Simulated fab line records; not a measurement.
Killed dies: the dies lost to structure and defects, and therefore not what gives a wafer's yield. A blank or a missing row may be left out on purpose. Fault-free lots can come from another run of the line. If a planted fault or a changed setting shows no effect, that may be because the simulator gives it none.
Chamber matching -- flow nandHarc -- rieDiel-13 running NHARC_A_CONTACT_ETCH_75: 4 sister chambers
The step etches the open film in CF4, target depth 39 nm, time 65 s. 8 wafers are shown with their chamber, then 8 later ones without.

WAFERS PAIRED WITH THEIR CHAMBERS
wafer,chamber,showerheadPlenumPTorr (Torr),drypumpMotorCurrentA (A)
L556.6,2,1.66,4.9
L559.3,3,1.72,5.5
L559.5,1,1.82,5.7
L567.1,2,1.66,4.9
L567.4,1,1.81,5.7
L570.1,0,1.77,5.1
L571.2,3,1.72,5.6
L575.1,0,1.76,5.2

WAFERS WITH NO CHAMBER GIVEN
wafer,showerheadPlenumPTorr (Torr),drypumpMotorCurrentA (A)
L575.5,1.76,5.2
L575.6,1.72,5.6
L576.1,1.72,5.5
L576.3,1.81,5.6
L576.5,1.81,5.6
L577.1,1.76,5.2
L577.3,1.71,5.6
L577.6,1.66,4.9

THE CHAMBER EACH PASSED THROUGH
wafer,from the rows above,in truth
L575.5,0,0
L575.6,3,3
L576.1,3,3
L576.3,1,1
L576.5,1,1
L577.1,0,0
L577.3,3,3
L577.6,2,2
Placed correctly: 8 of 8. Can't be placed from these rows: 0. Number placed wrongly: 0.
How it was worked out, from the rows above alone: a wafer's distance from a chamber is the root of the sum, over the readings, of the square of ((its reading less the chamber's mean) divided by the reading's scatter). The wafer belongs to the nearest chamber; if the next one is less than 2 further off, it can't be placed. For every chamber, the mean is computed from those of its wafers that are shown. The scatter: take each reading less its chamber's mean, square it, sum over the shown wafers, divide by the number of wafers less the number of chambers, and take the root.
